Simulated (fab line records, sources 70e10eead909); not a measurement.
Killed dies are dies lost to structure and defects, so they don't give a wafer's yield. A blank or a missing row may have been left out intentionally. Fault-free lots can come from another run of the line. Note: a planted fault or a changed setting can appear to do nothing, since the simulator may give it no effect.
Struck lot and sound lot, side by side / flow nand harc / 39 out of 1159 route steps
Sound: wafers L677.2, L677.4, L677.5. Wafers struck: L683.1, L683.2, L683.6. Last of all comes the cause.
Order at every step that has rows: each side's tool, ch and its chambers, its first start. Under that, the readings that differ: sound wafers / struck wafers / difference of the means / sigmas: that difference in standard deviations of wafers without a fault.
alike: readings whose means differ by less than 2 such deviations, and words and numbers that are the same on both sides. not compared: withheld readings, readings that some wafer has no value for, bounds like >300 that may hide the same value, and numbers for which the record gives no deviation and whose values overlap.
Wherever a step has rows on one side only, a row that says differs or no value, or a row with sigmas, the two part there. Non-overlapping numbers with no deviation appear without sigmas and do not part them. A reading that every wafer of one side lacks parts them only if that side has two wafers or more.

NHARC_A_ZERO_WELL_INSPECT_17:
  sound: defect inspect-02 at day 8 16:31; struck: defect inspect-01 at day 10 08:41
  alike: raw defect count
then, 3 steps without rows for these wafers: NHARC_A_SOURCE_PLATE_PRECLEAN_00 (cleans in HF-LAST, time 60 s); NHARC_A_SOURCE_PLATE_SRD_01; NHARC_A_SOURCE_PLATE_OXIDE_02 (material SiO2, target thk 10 nm, ox time 1362 s).
NHARC_A_SOURCE_PLATE_THK_MEAS_09: measures by ellipsometry.
  sound: film metro-01 at day 8 22:13; struck: film metro-01 at day 10 17:44
  alike: thk nm
then, 3 steps without rows for these wafers: NHARC_A_SOURCE_PLATE_PVD_04 (deposits WSi2, target thk 50 nm); NHARC_A_SOURCE_PLATE_CVD_03 (deposits poly-Si, target thk 200 nm, time 4000 s); NHARC_A_SOURCE_PLATE_ANNEAL_05 (time 1800 s).
NHARC_A_SOURCE_PLATE_THK_MEAS_06: measures by ellipsometry.
  sound: film metro-01 at day 9 11:11; struck: film metro-02 at day 11 06:50
  alike: thk nm
NHARC_A_SOURCE_PLATE_INSPECT_08:
  sound: defect inspect-01 at day 9 11:17; struck: defect inspect-02 at day 11 06:55
  alike: raw defect count
NHARC_A_ONON_D1_DEP_00: target thk 1000 nm.
  sound on pecvd onon-04 ch 0, day 9 11:25; struck on pecvd onon-03 ch 0, day 11 07:19
NHARC_A_ONON_D1_THK_MEAS_02: measures by ellipsometry.
  sound: film metro-01 at day 9 11:52; struck: film metro-01 at day 11 07:50
  alike: thk nm
after that, 1 step with no rows for these wafers: NHARC_A_ONON_D1_DEP_03 (target thk 1000 nm).
NHARC_A_ONON_D1_THK_MEAS_05: measures by ellipsometry.
  sound: film metro-02 at day 9 12:25; struck: film metro-01 at day 11 08:24
  alike: thk nm
after that, 1 step with no rows for these wafers: NHARC_A_ONON_D1_DEP_06 (target thk 1000 nm).
NHARC_A_ONON_D1_THK_MEAS_08: measures by ellipsometry.
  sound: film metro-02 at day 9 12:59; struck: film metro-02 at day 11 08:58
reading=thk nm (nm); sound=995 996 995; struck=1035 1034 1035; difference=+39; sigmas=+4
after that, 1 step with no rows for these wafers: NHARC_A_ONON_D1_DEP_09 (target thk 1000 nm).
NHARC_A_ONON_D1_THK_MEAS_11: measures by ellipsometry.
  sound: film metro-01 at day 9 13:34; struck: film metro-02 at day 11 09:34
  alike: thk nm
after that, 1 step with no rows for these wafers: NHARC_A_ONON_D1_DEP_12 (target thk 1000 nm).
NHARC_A_ONON_D1_THK_MEAS_14: measures by ellipsometry.
  sound: film metro-02 at day 9 14:07; struck: film metro-02 at day 11 10:08
  alike: thk nm
then, 2 steps without rows for these wafers: NHARC_A_ONON_D1_ANNEAL_15 (time 3600 s); NHARC_A_ONON_D1_DEP_16 (target thk 1000 nm).
NHARC_A_ONON_D1_THK_MEAS_18: measures by ellipsometry.
  sound: film metro-01 at day 9 21:48; struck: film metro-01 at day 11 17:50
  alike: thk nm
after that, 1 step with no rows for these wafers: NHARC_A_ONON_D1_DEP_19 (target thk 1000 nm).
NHARC_A_ONON_D1_THK_MEAS_21: measures by ellipsometry.
  sound: film metro-01 at day 9 22:22; struck: film metro-01 at day 11 18:24
  alike: thk nm
after that, 1 step with no rows for these wafers: NHARC_A_ONON_D1_DEP_22 (target thk 1000 nm).
NHARC_A_ONON_D1_THK_MEAS_24: measures by ellipsometry.
  sound: film metro-01 at day 9 22:56; struck: film metro-01 at day 11 18:58
  alike: thk nm
after that, 1 step with no rows for these wafers: NHARC_A_ONON_D1_DEP_25 (target thk 1000 nm).
NHARC_A_ONON_D1_THK_MEAS_27: measures by ellipsometry.
  sound: film metro-01 at day 9 23:30; struck: film metro-02 at day 11 19:32
  alike: thk nm
after that, 1 step with no rows for these wafers: NHARC_A_ONON_D1_DEP_28 (target thk 1000 nm).
NHARC_A_ONON_D1_THK_MEAS_30: measures by ellipsometry.
  sound: film metro-02 at day 10 00:04; struck: film metro-02 at day 11 20:07
  alike: thk nm
NHARC_A_ONON_D1_DEP_33: deposits SiO2, target thk 200 nm.
  sound on pecvd-03 ch 0,1, day 10 00:07; struck on pecvd-04 ch 0,2, day 11 20:27
  alike: heater power w, mfc precursor sccm, rf fwd power W, throttle valve pct
NHARC_A_ONON_D1_THK_MEAS_34: measures by ellipsometry.
  sound: film metro-01 at day 10 00:32; struck: film metro-01 at day 11 20:52
  alike: thk nm
NHARC_A_CHANNEL_HOLE_D1_DEP_00: deposits aC, target thk 3100 nm.
  sound on acl dep-01 ch 0, day 10 00:58; struck on acl dep-01 ch 0, day 12 00:08
  alike: throttle valve pct
NHARC_A_CHANNEL_HOLE_D1_DEP_01: deposits SiON, target thk 140 nm.
  sound on pecvd-01 ch 0,2, day 10 02:36; struck on pecvd-01 ch 0,2, day 12 02:04
  alike: heater power w, rf fwd power W
then, 2 steps without rows for these wafers: NHARC_A_CHANNEL_HOLE_D1_DEHYDRATE_02 (time 120 s); NHARC_A_CHANNEL_HOLE_D1_HMDS_03 (time 30 s).
NHARC_A_CHANNEL_HOLE_D1_DESCUM_15: chemistry O2, time 3 s.
  sound on rie diel-10 ch 1,3, day 10 04:56; struck on rie diel-09 ch 0,1,3, day 12 07:02
reading=hold; sound=- - -; struck=await dispo/3.9h/release await dispo/3.9h/release await dispo/3.9h/release; difference=no value on the sound wafers; sigmas=
  alike: drypump motor current A, o2 flow sccm, oes product au, rf vpp V, showerhead plenum p Torr, throttle valve pct
  not compared: rf hours counter h
-- the record jumps here: 11 days lie between the struck wafers' starts before and after (it left off in module A_CHANNEL_HOLE_D1 and takes up again in module END, whose first step shown is number 1159 of the route) --
NHARC_END_SORT_01:
  sound on prober-01 ch 0, day 21 03:08; struck on prober-01 ch 0, day 23 13:38
  alike: killed at array, killed at other, killed at periphery, killed dies, killed open, killed short

WHERE THEY PART
Last at NHARC_A_CHANNEL_HOLE_D1_DESCUM_15 as far as this record goes, first at NHARC_A_ONON_D1_THK_MEAS_08. Later steps at which nothing parts them and some readings are alike: NHARC_END_SORT_01.

WHY: what had been put in by the simulator
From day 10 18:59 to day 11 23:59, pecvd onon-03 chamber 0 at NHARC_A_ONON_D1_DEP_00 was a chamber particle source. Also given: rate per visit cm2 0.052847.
